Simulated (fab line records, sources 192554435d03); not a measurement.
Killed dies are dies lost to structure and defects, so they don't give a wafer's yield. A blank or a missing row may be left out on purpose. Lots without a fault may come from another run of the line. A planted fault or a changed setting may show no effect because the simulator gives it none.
fab line records | flow n5_finfet
record lots=4 wafers=12 last_day=17
route steps=1938 shown BEOL_M9@1463 BEOL_M10@1470 PASSIVATION@1936
lots that met no fault: from a run of the same line without faults
start_h: hours from the record's first day to the start of the lot's first wafer shown | wait_h: hours since the lot's step before | " the same as in the row above | L1.1+2: a row that stands for several wafers | - no value, or no start given | * or withheld: withheld | < > ~ a bound
route shown NAME@n: a module of which the file shows steps, and the number in the route of the first | usual: mean/standard deviation of fault-free wafers | same: alike in all rows | chamber/n: place in a boat | sites: the reading at each site | _std_site: their standard deviation | _edge_site: outer sites' mean less inner sites' | radius_mm: how far each site lies from the wafer's centre | mask NAME#n: copy n | behind: the tool/chamber that last shaped the wafer | hold: why the lot was held/for how many hours/how that ended | device: the transistor (n, p or np) that didn't switch | end of line: the same wafers' tests at the end of the route | a step without rows: its recipe alone | killed: dies lost to structure and defects at the first sort, not the wafer's yield | map: a wafer's dies, x killed, . not, _ none there
set.NAME: the setting as run; set.NAME@STEP: as run at that earlier step | model.NAME: the simulator's own value behind a step, which no gauge read
lots at some steps of the route; a table a step, a row a wafer
services: from which hour (start_h, from the record's first day; less than 0 if before it) a tool's chamber was out of use, for how many hours, and why
## steps
# step N5_BEOL_M9_ANNEAL_51
# recipe temp_c=225 time_s=90 ambient=N2
# step N5_BEOL_M9_CMP_52
# recipe stop_on=SiCOH_lowk t_overpolish_s=7 down_force_psi=1 platen_rpm=50 clearing_platen_down_force_psi=1.5 clearing_platen_rpm=50 post_cmp_clean=cu_alkaline target_thk_nm=140 clearing_platen_pad_velocity_m_s=0.99484 pad_velocity_m_s=0.99484
# step N5_BEOL_M9_PRE_CLEAN_55
# recipe gas=NH3 time_s=15 temp_c=withheld rf_power_w=300
# step N5_BEOL_M9_DEP_56
# recipe material=SiCN target_thk_a=150 temp_c=withheld precursor=3MS/NH3 pressure_torr=3 rf_w=202 time_s=26.5
# step N5_BEOL_M10_ILD_DEP_00
# recipe material=SiCOH_lowk target_thk_a=3085.1 temp_c=300 precursor=DEMS/porogen pressure_torr=5 rf_w=500 time_s=58
# step N5_BEOL_M10_CURE_71
# recipe temp_c=385 time_s=240 ambient=He/Ar material=SiCOH_lowk
# step N5_BEOL_M10_PECVD_70
# recipe material=SiO2 target_thk_a=200 temp_c=400 precursor=TEOS/O2 pressure_torr=5.5 rf_w=450 teos_flow_sccm=53.8 gas=O2 flow_sccm=3000 time_s=22.7
# step N5_BEOL_M10_HM_DEP_02
# recipe material=TiN target_thk_a=200 temp_c=25 chamber_pressure_pa=0.49996
# step N5_BEOL_M10_COAT_59
# recipe resist=SOC temp_c=250 time_s=60 spin_rpm=1500 resist_thk_nm=100
# usual chill_plate_temp_C=23.00/0.13 spin_speed_rpm=1500.0/1
# columns lot.wafer tool chamber start_h wait_h chill_plate_temp_C spin_speed_rpm model.SOC_of_BEOL_M10_COAT_59.thk_nm
L394.1 litho_track-04 0 208.86 0.1 23.19 1500.4 100.2
L394.4 " 0 " " 22.95 1501.3 100.2
L394.6 " 0 " " 23.05 1499.8 100
L403.1 litho_track-04 0 277.48 0.1 22.92 1705.4 94.4
L403.5 " 0 " " 23.25 1707.8 94.2
L403.6 " 0 " " 23.01 1704.9 94
L406.2 litho_track-04 0 280.77 0.1 23.14 1705.6 94
L406.4 " 0 " " 23.01 1705.5 94.2
L406.5 " 0 " " 23.03 1705.8 94.2
L414.2 litho_track-01 0 340.16 0.1 23.03 1500.4 100.2
L414.3 " 0 " " 23.08 1499.9 100
L414.5 " 0 " " 22.94 1500.6 100.2
# step N5_BEOL_M10_COAT_60
# recipe resist=SiARC temp_c=220 time_s=60 spin_rpm=1500 resist_thk_nm=30
# step N5_BEOL_M10_COAT_05
# recipe resist=CAR-ArF spin_rpm=1500 resist_thk_nm=90
# step N5_BEOL_M10_EBR_07
# recipe solvent=PGMEA ebr_width_mm=1.5
# step N5_BEOL_M10_SOFTBAKE_06
# recipe temp_c=110 time_s=60 resist=CAR-ArF
# step N5_BEOL_M10_EXPOSE_08
# recipe mask_id=M10 na=1.35 source_shape=dipole sigma_inner=0.411 sigma_outer=0.611 polarization=te dose_mj=53.75
# step N5_BEOL_M10_PEB_09
# recipe peb_temp_c=withheld peb_time_s=60 resist=CAR-ArF
# step N5_BEOL_M10_DEVELOP_10
# recipe develop_time_s=30 developer=TMAH resist=CAR-ArF rinse_liquid=diw dry=air_spin dev_temp_c=23
# step N5_BEOL_M10_DESCUM_16
# recipe chemistry=O2 time_s=7.9 source_power_w=50 bias_power_w=20 pressure_mtorr=20 rf_frequency_hz=2.712e+07 temp_c=40 resist=CAR-ArF o2_flow_sccm=225
# step N5_BEOL_M10_ETCH_61
# recipe chemistry=CF4 target=SiARC target_depth_a=390 mask_material=CAR-ArF time_s=65 ion_energy_ev=80 pressure_mtorr=40 source_w=545 bias_w=36 Ar_flow_sccm=100 cf4_flow_sccm=100 ends=cleared
# step N5_BEOL_M10_ETCH_62
# recipe chemistry=N2/H2 target=SOC target_depth_a=1100 overetch_a=220 mask_material=SiARC temp_c=40 time_s=165 ion_energy_ev=200 pressure_mtorr=30 source_w=840 bias_w=150 n2_flow_sccm=200 h2_flow_sccm=200
# usual drypump_motor_current_A=5.7/0.41 oes_product_au=0.68/0.07 rf_vpp_V=525.0/2.8 showerhead_plenum_p_Torr=2.58/0.1 throttle_valve_pct=17.83/0.26
# columns lot.wafer tool chamber start_h wait_h drypump_motor_current_A oes_product_au rf_hours_counter_h rf_vpp_V showerhead_plenum_p_Torr throttle_valve_pct model.etch.depth_nm
L394.1 rie_diel-04 3 209.40 0.0 6.4 0.75 29 528.9 2.70 17.82 100.2
L394.4 " 0 " " 5.7 0.60 - 520.4 2.40 18.11 100.1
L394.6 " 1 " " 5.6 0.80 - 528.1 2.72 17.70 100
L403.1 rie_diel-03 3 277.91 0.0 5.8 0.57 234 523.5 2.50 17.98 94.3
L403.5 " 1 " " 5.2 0.67 - 524.6 2.56 17.51 94.1
L403.6 " 0 " " 5.9 0.72 - 521.5 2.47 17.80 94.01
L406.2 rie_diel-05 1 281.31 0.0 5.2 0.61 195 526.1 2.64 18.11 94.01
L406.4 " 0 " " 5.8 0.58 214 525.2 2.62 18.31 94.26
L406.5 " 3 " " 5.6 0.59 - 521.4 2.40 17.91 94.23
L414.2 rie_diel-05 3 340.72 0.0 5.6 0.59 244 519.9 2.39 17.93 100.3
L414.3 " 2 " " 5.8 0.67 108 523.8 2.58 17.81 99.99
L414.5 " 3 " " 5.6 0.59 - 518.6 2.39 17.93 100.2
# step N5_BEOL_M10_STRIP_68
# recipe chemistry=N2/H2 temp_c=40 n2_flow_sccm=200 h2_flow_sccm=200 rf_frequency_hz=6e+07
# step N5_BEOL_M10_STRIP_67
# recipe chemistry=CF4 resist=SiARC power_w=300 bias_power_w=75 pressure_mtorr=50 cf4_flow_sccm=150 rf_frequency_hz=6e+07
# step N5_BEOL_M10_HM_OPEN_17
# recipe chemistry=Cl2/BCl3 target_depth_a=200 overetch_a=60 target=TiN mask_material=SOC ion_energy_ev=150 pressure_mtorr=10 icp_w=1000 bias_w=126 Cl2_flow_sccm=53.25 bcl3_flow_sccm=21.75 Ar_flow_sccm=25
# usual drypump_motor_current_A=5.8/0.45 oes_product_au=0.69/0.11 throttle_valve_pct=21.98/0.18
# columns lot.wafer tool chamber start_h wait_h drypump_motor_current_A oes_product_au rf_hours_counter_h throttle_valve_pct model.SOC_of_BEOL_M10_COAT_59.thk_nm
L394.1 rie_metal-01 0 209.59 0.0 4.9 0.73 23 21.77 92.8
L394.4 " 1 " " 6.4 0.77 - 21.82 91.6
L394.6 " 0 " " 4.9 0.72 - 21.77 92.6
L403.1 rie_metal-01 0 278.10 0.0 4.9 0.71 28 21.76 87
L403.5 " 1 " " 6.4 0.74 - 21.85 85.8
L403.6 " 0 " " 4.9 0.71 - 21.78 86.6
L406.2 rie_metal-03 1 281.53 0.1 6.0 0.61 - 22.09 86
L406.4 " 1 " " 6.0 0.62 - 22.12 86.4
L406.5 " 1 " " 6.0 0.62 - 22.09 86.2
L414.2 rie_metal-01 1 340.90 0.0 6.4 0.73 18 21.82 91.8
L414.3 " 0 " " 4.9 0.69 - 21.78 92.6
L414.5 " 1 " " 6.4 0.72 - 21.84 91.8
# step N5_BEOL_M10_STRIP_19
# recipe chemistry=O2 power_w=400 temp_c=40 pressure_mtorr=30 rf_frequency_hz=6e+07 bias_power_w=0 overash_fraction=0.2 o2_flow_sccm=225
# step N5_PASSIVATION_PROBE_49
# usual defect_limited_yield=91.4/1.5 killed_at_M0_to_M3=34/9.7 killed_at_M4_up=14/5.7 killed_at_contacts=12/5.9 killed_at_front_end=37/10 killed_at_other=5/4.7 killed_dies=102/18 killed_open=65/12 killed_short=34/8.8 sort_bin_5_function=5.0/0.96 sort_bin_6_memory=3.3/0.7 sort_bin_8_speed=0.03/0.19 sort_n_pass=1077/18 sort_yield_pct=91.3/1.5
# same gross_dies=1180 killed_at_back_side=0 sort_bin_4_leakage[%]=0
# columns lot.wafer tool chamber start_h wait_h defect_limited_yield[%] killed_at_M0_to_M3 killed_at_M4_up killed_at_contacts killed_at_front_end killed_at_other killed_dies killed_open killed_short sort_bin_5_function[%] sort_bin_6_memory[%] sort_bin_8_speed[%] sort_n_pass sort_yield_pct[%]
L394.1 prober-01 - 265.45 0.0 90.3 29 17 15 37 17 115 74 41 5.3 4.2 0.08 1064 90.2
L394.4 prober-01 - 265.60 0.2 90.3 25 13 6 48 23 115 69 45 5.8 3.6 0 1065 90.3
L394.6 prober-01 - 265.70 0.3 90.5 47 23 4 28 10 112 82 30 4.8 4.3 0 1068 90.5
L403.1 prober-02 - 335.19 0.0 88.4 43 18 6 57 13 137 88 48 7.4 4.0 0 1043 88.4
L403.5 prober-02 - 335.39 0.2 90.2 34 20 13 36 13 116 63 51 6.2 3.2 0 1064 90.2
L403.6 prober-02 - 335.44 0.3 91.7 22 9 9 54 4 98 72 24 5.3 2.8 0 1082 91.7
L406.2 prober-02 - 339.80 0.1 91.9 34 14 6 39 3 96 69 27 5.1 2.9 0 1084 91.9
L406.4 prober-02 - 339.90 0.2 93.7 24 8 8 34 0 74 49 25 3.8 2.2 0 1106 93.7
L406.5 prober-02 - 339.95 0.2 93.2 38 17 3 20 2 80 54 25 4.4 2.1 0 1100 93.2
L414.2 prober-01 - 399.63 0.1 91.8 46 4 9 30 8 97 57 38 5.2 2.6 0 1083 91.8
L414.3 prober-01 - 399.68 0.1 90.7 51 12 14 32 1 110 66 42 5.2 4.0 0 1070 90.7
L414.5 prober-01 - 399.78 0.2 90.4 61 18 2 27 5 113 73 38 5.8 3.5 0 1067 90.4
# killed by level:class
L394.1 MOL_CONTACT_COAG:geometric_particle:open=11 BEOL_M4:geometric_particle:open=11 BEOL_M3:geometric_particle:open=9 BEOL_M0_SAQP:geometric_particle:short=8 STI_FIN_REVEAL:geometric_particle:open=7 MIM_TOP_ETCH:geometric_particle:open=6 GATE_CUT:geometric_particle:open=5 BEOL_M0:geometric_particle:open=5
L394.4 FIN_SAQP:geometric_particle:short=10 MIM_TOP_ETCH:geometric_particle:open=10 GATE_CUT:geometric_particle:short=8 MIM_TOP_ETCH:geometric_particle:short=8 BEOL_M3:geometric_particle:open=7 STI_FIN_REVEAL:geometric_particle:open=7 GATE_CUT:geometric_particle:open=7 BEOL_M0_SAQP:geometric_particle:open=6
L394.6 BEOL_M0_SAQP:geometric_particle:open=14 STI_FIN_REVEAL:geometric_particle:open=10 BEOL_M4:geometric_particle:open=10 BEOL_M0_SAQP:geometric_particle:short=8 BEOL_M2:geometric_particle:open=8 BEOL_M3:geometric_particle:open=7 BEOL_M1:geometric_particle:open=7 GATE_CUT:geometric_particle:short=5
L403.1 FIN_SAQP:geometric_particle:short=14 FIN_SAQP:geometric_particle:open=14 BEOL_M2:geometric_particle:open=13 BEOL_M4:geometric_particle:open=10 STI_FIN_REVEAL:geometric_particle:open=8 STI_FIN_REVEAL:geometric_particle:short=7 BEOL_M3:geometric_particle:open=7 BEOL_M0_SAQP:geometric_particle:open=6
L403.5 FIN_SAQP:geometric_particle:short=13 BEOL_M0_SAQP:geometric_particle:open=8 MOL_CONTACT_COAG:geometric_particle:open=8 FIN_SAQP:geometric_particle:open=7 BEOL_M2:geometric_particle:open=6 BEOL_M0_SAQP:geometric_particle:short=6 BEOL_M0:geometric_particle:short=6 BEOL_M4:geometric_particle:open=6
L403.6 FIN_SAQP:geometric_particle:open=19 STI_FIN_REVEAL:geometric_particle:open=17 MOL_CONTACT_COAG:geometric_particle:open=8 BEOL_M4:geometric_particle:open=7 FIN_SAQP:geometric_particle:short=6 BEOL_M1:geometric_particle:open=6 STI_FIN_REVEAL:geometric_particle:short=5 BEOL_M0:geometric_particle:open=4
L406.2 BEOL_M0_SAQP:geometric_particle:open=13 BEOL_M4:geometric_particle:open=11 STI_FIN_REVEAL:geometric_particle:open=9 BEOL_M0_SAQP:geometric_particle:short=9 BEOL_M2:geometric_particle:open=8 DUMMY_GATE:geometric_particle:open=6 GATE_CUT:geometric_particle:short=6 MOL_CONTACT_COAG:geometric_particle:open=5
L406.4 FIN_SAQP:geometric_particle:short=9 STI_FIN_REVEAL:geometric_particle:open=7 MOL_CONTACT_COAG:geometric_particle:open=7 BEOL_M1:geometric_particle:open=6 BEOL_M0_SAQP:geometric_particle:short=5 FIN_SAQP:geometric_particle:open=4 BEOL_M2:geometric_particle:open=4 BEOL_M4:geometric_particle:open=4
L406.5 BEOL_M3:geometric_particle:open=10 BEOL_M0_SAQP:geometric_particle:open=8 BEOL_M0_SAQP:geometric_particle:short=6 BEOL_M1:geometric_particle:open=6 BEOL_M4:geometric_particle:open=6 DUMMY_GATE:geometric_particle:open=5 FIN_SAQP:geometric_particle:open=4 BEOL_M1:geometric_particle:short=3
L414.2 BEOL_M0_SAQP:geometric_particle:short=11 BEOL_M1:geometric_particle:open=11 BEOL_M0_SAQP:geometric_particle:open=10 BEOL_M2:geometric_particle:open=9 DUMMY_GATE:geometric_particle:open=5 MOL_CONTACT_COAG:geometric_particle:open=5 FIN_SAQP:geometric_particle:open=4 FIN_SAQP:geometric_particle:short=4
L414.3 BEOL_M0_SAQP:geometric_particle:short=13 FIN_SAQP:geometric_particle:open=12 BEOL_M0_SAQP:geometric_particle:open=12 MOL_CONTACT_COAG:geometric_particle:open=10 FIN_SAQP:geometric_particle:short=7 BEOL_M1:geometric_particle:short=6 BEOL_M2:geometric_particle:open=6 BEOL_M1:geometric_particle:open=5
L414.5 BEOL_M0_SAQP:geometric_particle:open=17 BEOL_M0_SAQP:geometric_particle:short=16 BEOL_M3:geometric_particle:open=15 BEOL_M4:geometric_particle:open=10 BEOL_M1:geometric_particle:open=6 ILD0:geometric_particle:short=4 GATE_CUT:geometric_particle:short=4 GATE_CUT:geometric_particle:open=4
## services
# columns tool chamber start_h hours kind
rie_diel-05 2 191.10 5.3 repair
rie_metal-03 - 195.77 1.4 pm
rie_metal-03 1 204.43 22.3 repair
rie_diel-04 2 208.21 - clean
rie_diel-04 2 208.21 - consumable_replace:focus_ring
rie_diel-04 2 208.21 14.9 scheduled_down
rie_diel-04 2 208.21 14.9 vent_cycle
rie_metal-03 - 212.97 0.3 repair
rie_diel-03 0 217.95 9.6 repair
rie_diel-04 0 238.07 6.8 repair
litho_track-01 - 250.62 - consumable_replace:filter
rie_metal-03 0 259.62 - clean
rie_metal-03 0 259.62 24.2 scheduled_down
rie_metal-03 0 259.62 24.2 vent_cycle
rie_diel-04 0 279.18 - clean
rie_diel-04 0 279.18 - consumable_replace:focus_ring
rie_diel-04 0 279.18 - consumable_replace:showerhead
rie_diel-04 0 279.18 27.8 scheduled_down
rie_diel-04 0 279.18 27.8 vent_cycle
rie_diel-03 1 289.69 5.4 repair
rie_diel-04 3 308.42 2.4 repair
rie_diel-03 3 315.88 - clean
rie_diel-03 3 315.88 - consumable_replace:focus_ring
rie_diel-03 3 315.88 15.6 scheduled_down
## key
first_sign step=N5_BEOL_M10_COAT_59 reading=spin_speed_rpm direction=up sigmas=99+ usual=* struck=*
effect none on later readings
model_effect step=N5_BEOL_M10_COAT_59 value=SOC_of_BEOL_M10_COAT_59.thk_nm without=100.4 struck=94.17
model_effect step=N5_BEOL_M10_ETCH_62 value=etch.depth_nm without=100.4 struck=94.15
model_effect step=N5_BEOL_M10_HM_OPEN_17 value=SOC_of_BEOL_M10_COAT_59.thk_nm without=92.53 struck=86.33
met_at N5_BEOL_M10_COAT_59
struck_wafers L403.1,L403.5,L403.6,L406.2,L406.4,L406.5
onset_between 208.86 277.48
fault kind=process_parameter_drift tool=litho_track-04 chamber=- onset_h=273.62 steps=N5_BEOL_M10_COAT_59 channel=spin_rpm offset=* shape=step end_h=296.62 acts_in=* stated=*
